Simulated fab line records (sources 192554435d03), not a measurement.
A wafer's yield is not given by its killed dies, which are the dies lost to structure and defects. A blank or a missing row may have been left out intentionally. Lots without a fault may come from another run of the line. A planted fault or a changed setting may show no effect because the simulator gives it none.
Matching of chambers || flow n5 finfet || N5_DUMMY_GATE_ETCH_31 on rie diel-02: 4 sister chambers
The step etches SiO2 in C4F6/O2, target depth 82.5 nm, time 27.5 s. 4 wafers are shown with their chamber, then 7 later ones without.

## WAFERS, EACH WITH ITS CHAMBER
{"wafer": "L081.2", "chamber": 0, "showerhead plenum p Torr (Torr)": 2.76}
{"wafer": "L081.4", "chamber": 2, "showerhead plenum p Torr (Torr)": 2.97}
{"wafer": "L085.2", "chamber": 3, "showerhead plenum p Torr (Torr)": 2.85}
{"wafer": "L085.4", "chamber": 1, "showerhead plenum p Torr (Torr)": 2.84}

## WAFERS WITH NO CHAMBER GIVEN
{"wafer": "L085.5", "showerhead plenum p Torr (Torr)": 2.76}
{"wafer": "L090.2", "showerhead plenum p Torr (Torr)": 2.84}
{"wafer": "L090.3", "showerhead plenum p Torr (Torr)": 2.76}
{"wafer": "L090.6", "showerhead plenum p Torr (Torr)": 2.97}
{"wafer": "L096.1", "showerhead plenum p Torr (Torr)": 2.84}
{"wafer": "L096.3", "showerhead plenum p Torr (Torr)": 2.83}
{"wafer": "L096.6", "showerhead plenum p Torr (Torr)": 2.84}

## EACH ONE'S CHAMBER
{"wafer": "L085.5", "from the rows above": 0, "in truth": 0}
{"wafer": "L090.2", "from the rows above": 1, "in truth": 1}
{"wafer": "L090.3", "from the rows above": 0, "in truth": 0}
{"wafer": "L090.6", "from the rows above": 2, "in truth": 2}
{"wafer": "L096.1", "from the rows above": 1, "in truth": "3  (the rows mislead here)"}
{"wafer": "L096.3", "from the rows above": 1, "in truth": 1}
{"wafer": "L096.6", "from the rows above": 1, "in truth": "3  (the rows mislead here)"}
Correctly placed: 5 of 7. Can't be placed from these rows: 0. Number placed wrongly: 2.
How it was worked out, from the rows above alone: a wafer's distance from a chamber is the root of the sum, over the readings, of the square of ((its reading less the chamber's mean) divided by the reading's scatter). The wafer belongs to the nearest chamber; if the next one is less than 2 further off, it can't be placed. The mean given for a chamber averages the wafers shown for that chamber. The scatter (one wafer shown for each chamber): square how far every hidden wafer sits from the nearest shown wafer, average those squares and take the square root.
